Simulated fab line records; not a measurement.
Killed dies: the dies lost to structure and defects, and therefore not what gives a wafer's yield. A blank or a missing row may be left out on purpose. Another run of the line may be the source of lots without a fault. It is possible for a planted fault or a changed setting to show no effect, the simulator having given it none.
Which of the tools did it? | flow nand-harc | route of 1302 steps, sampled at 1 step: 12 lots, 36 wafers

WHAT THE GAUGES SHOWED, per wafer
NHARC_A_M0_INSPECT_11.
lot  | measured     | on                | raw-defect-count
L075 | day 23 13:23 | defect-inspect-01 | 97 129 111
L076 | day 23 21:26 | defect-inspect-02 | 82 91 101
L078 | day 25 05:32 | defect-inspect-02 | 95 103 109
L082 | day 26 00:50 | defect-inspect-02 | 66 82 79
L083 | day 26 15:41 | defect-inspect-01 | 138 139 144
L084 | day 27 05:37 | defect-inspect-02 | 73 77 66
L087 | day 27 18:17 | defect-inspect-02 | 91 71 81
L089 | day 28 13:47 | defect-inspect-01 | 38 45 59
L091 | day 29 23:55 | defect-inspect-02 | 167 144 147
L093 | day 30 12:23 | defect-inspect-02 | 88 74 111
L097 | day 31 13:46 | defect-inspect-02 | 79 83 73
L095 | day 31 18:04 | defect-inspect-02 | 28 21 17

TOOL THAT RAN EACH LOT (tool first, then ch and the chambers of the sampled wafers, then the start)
There is no process step in the record ahead of these readings.

THE ANSWER, worked out from the rows above alone
Rule: the lots themselves supply what counts as usual. The widest of any qualifying gaps counts: lots, ordered by their means at a reading, are off when they make up no more than a third of the lots, leave a main group of 4 or more, and stand apart from it by 3 or more times the standard deviation of that group's means. A main group whose means are all the same, to the digits that the tables above print for the reading, isn't used. Also off: a lot with no number at a reading for which 4 or more lots have one. The other lots that the step has rows for count as sound.
Nothing can be told from this: no lot is off at any reading shown.

WHAT THE SIMULATOR PUT IN
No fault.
